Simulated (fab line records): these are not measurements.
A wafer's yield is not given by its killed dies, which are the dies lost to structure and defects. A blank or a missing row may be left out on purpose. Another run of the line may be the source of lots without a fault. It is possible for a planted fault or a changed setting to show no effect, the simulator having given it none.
Matching of chambers ; flow n5 finfet ; 4 sister chambers for N5_DUMMY_REMOVAL_HM_STRIP_01 on rie diel-04
The step strips SiNx in CH3F/O2, stops on poly-Si, target depth 4 nm, time 6.8 s. 8 wafers are shown with their chamber, then 12 later ones without.

EACH WAFER AND ITS CHAMBER
wafer;chamber;showerhead plenum p Torr (Torr);drypump motor current A (A)
L089.3;0;1.97;5.8
L089.5;0;1.97;5.8
L089.6;3;1.96;5.7
L091.5;2;2.10;5.2
L091.6;1;1.91;6.3
L093.2;3;1.96;5.7
L093.4;1;1.91;6.2
L093.6;2;2.09;5.2

WAFERS WITHOUT THEIR CHAMBER
wafer;showerhead plenum p Torr (Torr);drypump motor current A (A)
L094.1;1.97;5.7
L094.2;2.09;5.2
L094.3;1.91;6.3
L094.4;1.96;5.7
L094.5;1.97;5.7
L094.6;1.91;6.2
L096.2;1.96;5.6
L096.5;1.97;5.8
L096.6;1.91;6.3
L097.1;2.09;5.2
L097.5;1.95;5.6
L097.6;2.09;5.2

EACH ONE'S CHAMBER
wafer;from the rows above;in truth
L094.1;can't be placed: 3 or 0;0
L094.2;2;2
L094.3;1;1
L094.4;3;3
L094.5;can't be placed: 3 or 0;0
L094.6;1;1
L096.2;3;3
L096.5;0;0
L096.6;1;1
L097.1;2;2
L097.5;3;3
L097.6;2;2
Correct placement for 10 of the 12. Not placeable from these rows: 2 (in 2, the candidates include the true chamber). 0 placed wrongly.
How it was worked out, from the rows above alone: a wafer's distance from a chamber is the root of the sum, over the readings, of the square of ((its reading less the chamber's mean) divided by the reading's scatter). The wafer belongs to the nearest chamber; if the next one is less than 2 further off, it can't be placed. The mean given for a chamber averages the wafers shown for that chamber. The scatter is the square root of a quotient: the sum, over the shown wafers, of each reading's squared deviation from its chamber's mean, divided by wafers minus chambers.
